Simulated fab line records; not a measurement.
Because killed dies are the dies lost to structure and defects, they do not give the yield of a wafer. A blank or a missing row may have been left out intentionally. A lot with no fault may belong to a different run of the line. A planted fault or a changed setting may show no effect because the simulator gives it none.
Split-lot trial + flow n5_finfet + 7 lots, 21 wafers read, on a route of 1938 steps

THE SPLIT ITSELF
At N5_BEOL_M12_ETCH_59 (etches BARC in N2/H2, target depth 89 nm, overetch 26.7 nm, time 67.9 s), the setting bias_w was moved away from the recipe's 150 W on 7 of the 21 wafers read, by -5.7% to +17.1%. This setting was run at the recipe's value on the other wafers.

The reading comes from the split's own step.

THE READING
rf_vpp_V, in V, at N5_BEOL_M12_ETCH_59 (etches BARC in N2/H2, target depth 89 nm, overetch 26.7 nm, time 67.9 s). Fault-free wafers of this fab line usually give 524.2 V, standard deviation 2.4 V.

| wafer  | tool, chamber at the split | bias_w as run, W | against the recipe | rf_vpp_V, V | against lot-mates on the recipe |
|--------|----------------------------|------------------|--------------------|-------------|---------------------------------|
| L074.3 | rie_diel-04, 0             | 150              | recipe             | 524.8       | -                               |
| L074.4 | rie_diel-04, 1             | 165              | +10.0%             | 555.2       | +30.4                           |
| L074.6 | rie_diel-04, 3             | 165              | +10.0%             | 560.2       | +35.4                           |
| L075.1 | rie_diel-04, 0             | 150              | recipe             | 523.0       | -                               |
| L075.3 | rie_diel-04, 3             | 150              | recipe             | 526.8       | -                               |
| L075.4 | rie_diel-04, 1             | 150              | recipe             | 522.0       | -                               |
| L079.1 | rie_diel-05, 2             | 150              | recipe             | 526.7       | -                               |
| L079.3 | rie_diel-05, 3             | 150              | recipe             | 523.7       | -                               |
| L079.6 | rie_diel-05, 0             | 150              | recipe             | 528.0       | -                               |
| L083.2 | rie_diel-05, 1             | 150              | recipe             | 523.0       | -                               |
| L083.4 | rie_diel-05, 3             | 150              | recipe             | 522.5       | -                               |
| L083.6 | rie_diel-05, 0             | 150              | recipe             | 527.7       | -                               |
| L087.1 | rie_diel-02, 1             | 141.6            | -5.6%              | 504.6       | -18.6                           |
| L087.4 | rie_diel-02, 2             | 150              | recipe             | 521.2       | -                               |
| L087.6 | rie_diel-02, 1             | 150              | recipe             | 525.3       | -                               |
| L090.3 | rie_diel-04, 0             | 175.7            | +17.1%             | 577.1       | +50.9                           |
| L090.4 | rie_diel-04, 2             | 150              | recipe             | 526.2       | -                               |
| L090.5 | rie_diel-04, 3             | 175.7            | +17.1%             | 582.1       | +55.9                           |
| L091.2 | rie_diel-04, 1             | 141.4            | -5.7%              | 502.5       | -25.0                           |
| L091.5 | rie_diel-04, 3             | 150              | recipe             | 527.5       | -                               |
| L091.6 | rie_diel-04, 2             | 141.4            | -5.7%              | 506.9       | -20.6                           |

THE FIT
A straight line over all 21 wafers: rf_vpp_V changes by +3.27 V for each +1% of bias_w; r = +0.99; the points scatter about the line by 2.4 V.
The same after taking each lot's own level away (the mean of its wafers on the recipe; 21 wafers): +3.25 V for each +1%; r = +0.99; scatter 2.5 V.
The reading moves by 56 V for the largest change in bias_w, on that fit.
Across the lots, their own levels run from 523.25 to 527.50 V, a range of 1.8 times the standard deviation given above.
So the lot-to-lot level changes the slope little: the two slopes agree.
Check: for one of the wafers moved furthest among these (+17.1%), held out of the fit, the line's prediction against its lot-mates is +57.3 V. It came out at +50.9 V against them.
Tool readings at the split's step, against how far the setting was moved: rf_vpp_V r = +0.99.

ADDITIONAL SPLITS CARRIED BY THESE WAFERS
Other splits were also applied to these wafers ahead of the reading. Each is held against what the fit with the lots' levels taken away leaves over:
| other split on the same wafers     | wafers away from the commonest value | r with rf_vpp_V (lot level and that fit taken away) |
|------------------------------------|--------------------------------------|-----------------------------------------------------|
| N5_BEOL_M10_EXPOSE_08 dose_mj      | 7                                    | -0.12                                               |
| N5_BEOL_M11_HM_DEP_02 target_thk_a | 7                                    | -0.12                                               |

THE FILE'S OWN FIT
rf_vpp_V changes by +3.23 V for each +1% of bias_w, r = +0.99.
